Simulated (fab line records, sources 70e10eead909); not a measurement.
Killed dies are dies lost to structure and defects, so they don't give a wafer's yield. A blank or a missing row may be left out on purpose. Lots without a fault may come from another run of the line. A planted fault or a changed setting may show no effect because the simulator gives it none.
Which tool did it? | flow nand_harc | 11 lots, 33 wafers sampled, at 5 steps of a route of 1302

WHAT THE GAUGES READ, wafer by wafer
NHARC_END_SORT_01.
lot  | measured     | on        | defect_limited_yield (%)
L487 | day 27 13:23 | prober-01 | 93.8
L497 | day 31 23:01 | prober-02 | 88.8 86.0 86.4

WHICH TOOL RAN EACH LOT (tool, then ch and the chambers of the sampled wafers, then the start)
lot  | NHARC_A_M0_PVD_20                       | NHARC_A_M1_STRIP_18                | NHARC_A_M1_ETCH_28                 | NHARC_A_M1_PVD_20
L484 | pvd_sputter-02, day 23 16:32 or earlier | rie_diel-03 ch 0,1,2, day 23 16:32 | rie_diel-03 ch 0,1, day 23 16:47   | pvd_sputter-01, no start
L481 | pvd_sputter-01, day 23 19:10 or earlier | rie_diel-06 ch 0,3, day 23 19:10   | rie_diel-06 ch 0,1,2, day 23 19:25 | pvd_sputter-01, no start
L483 | pvd_sputter-02, day 23 19:44 or earlier | rie_diel-03 ch 0,2,3, day 23 19:44 | rie_diel-03 ch 0,1,2, day 23 19:57 | pvd_sputter-02, no start
L487 | pvd_sputter-01, day 26 01:31 or earlier | rie_diel-03 ch 0,1,2, day 26 01:31 | rie_diel-03 ch 1,2,3, day 26 01:46 | pvd_sputter-03, day 27 13:23 or earlier
L498 | pvd_sputter-03, day 30 09:05 or earlier | rie_diel-03 ch 0,3, day 30 09:05   | rie_diel-03 ch 0,1,2, day 30 09:19 | pvd_sputter-01, no start
L497 | pvd_sputter-02, day 30 12:09 or earlier | rie_diel-03 ch 0,2,3, day 30 12:09 | rie_diel-03 ch 0,1,3, day 30 12:22 | pvd_sputter-01, day 31 23:01 or earlier
L499 | pvd_sputter-02, day 31 03:03 or earlier | rie_diel-06 ch 0,1,2, day 31 03:03 | rie_diel-06 ch 0,1,2, day 31 03:18 | pvd_sputter-02, no start
L500 | pvd_sputter-01, day 31 10:09 or earlier | rie_diel-03 ch 1,2,3, day 31 10:09 | rie_diel-03 ch 2,3, day 31 10:22   | pvd_sputter-02, no start
L502 | pvd_sputter-01, day 32 04:27 or earlier | rie_diel-03 ch 0,1,2, day 32 04:27 | rie_diel-03 ch 0,2,3, day 32 04:40 | pvd_sputter-03, no start
L503 | pvd_sputter-03, day 32 04:50 or earlier | rie_diel-06 ch 0,2,3, day 32 04:50 | rie_diel-06 ch 0,1,2, day 32 05:04 | pvd_sputter-01, no start
L504 | pvd_sputter-02, day 32 14:57 or earlier | rie_diel-06 ch 1,2,3, day 32 14:57 | rie_diel-06 ch 0,2, day 32 15:12   | pvd_sputter-03, no start
- NHARC_A_M0_PVD_20: deposits TaN, target thk 5 nm, time 8.06 s.
- NHARC_A_M1_STRIP_18: strips in N2/H2.
- NHARC_A_M1_ETCH_28: etches the open film in CF4/N2, target depth 30 nm, time 72.99 s.
- NHARC_A_M1_PVD_20: deposits TaN, target thk 5 nm, time 8.06 s.

THE ANSWER, worked out from the rows above alone
Rule: what is usual is taken from the lots themselves. Put in order of their means at a reading, lots are off if they are a third of the lots or fewer, leave a main group of 4 or more, and stand apart from it by a gap of 3 or more times the standard deviation of the main group's means; of several such gaps the widest counts. A main group whose means are all the same, to the digits that the tables above print for the reading, isn't used. A lot without any number at a reading at which 4 lots or more have one is off too. The other lots that the step has rows for count as sound.
No lot is off at any reading shown: from this, nothing can be told.

WHAT THE SIMULATOR HAD PUT IN
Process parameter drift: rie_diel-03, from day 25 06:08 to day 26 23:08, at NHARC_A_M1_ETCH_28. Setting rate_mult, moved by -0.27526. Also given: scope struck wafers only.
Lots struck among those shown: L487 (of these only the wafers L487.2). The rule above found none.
